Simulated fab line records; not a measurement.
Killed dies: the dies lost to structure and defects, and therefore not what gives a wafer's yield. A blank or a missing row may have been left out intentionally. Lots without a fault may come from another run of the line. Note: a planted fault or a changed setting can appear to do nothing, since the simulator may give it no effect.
Matching of chambers    flow n5-finfet    N5_BEOL_M14_ETCH_68 on rie-diel-02 has 4 sister chambers
The step etches SOC in N2/H2, time 450 s. 4 wafers are shown with their chamber, then 11 later ones without.

## WAFERS WITH THEIR CHAMBER
wafer   chamber  showerhead-plenum-p-Torr (Torr)
L088.2  0        2.52
L088.4  1        2.46
L088.5  3        2.63
L089.2  2        2.47

## WAFERS WITH NO CHAMBER GIVEN
wafer   showerhead-plenum-p-Torr (Torr)
L089.3  2.52
L089.5  2.46
L092.1  2.62
L092.2  2.51
L092.3  2.47
L097.2  2.45
L097.4  2.46
L097.5  2.62
L096.1  2.51
L096.2  2.46
L096.4  2.45

## EACH ONE'S CHAMBER
wafer   from the rows above      in truth
L089.3  0                        0
L089.5  can't be placed: 1 or 2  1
L092.1  3                        3
L092.2  0                        0
L092.3  can't be placed: 2 or 1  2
L097.2  can't be placed: 1 or 2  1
L097.4  can't be placed: 1 or 2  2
L097.5  3                        3
L096.1  0                        0
L096.2  can't be placed: 1 or 2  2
L096.4  can't be placed: 1 or 2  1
5 of 11 placed correctly. From these rows, 6 cannot be placed; in 6 the true chamber is one of the candidates. Placed wrongly: 0.
How it was worked out, from the rows above alone: a wafer's distance from a chamber is the root of the sum, over the readings, of the square of ((its reading less the chamber's mean) divided by the reading's scatter). If the next closest chamber is less than 2 further off than the closest, the wafer can't be placed; otherwise it belongs to the closest. For every chamber, the mean is computed from those of its wafers that are shown. The scatter (one wafer shown for each chamber): square how far every hidden wafer sits from the nearest shown wafer, average those squares and take the square root.
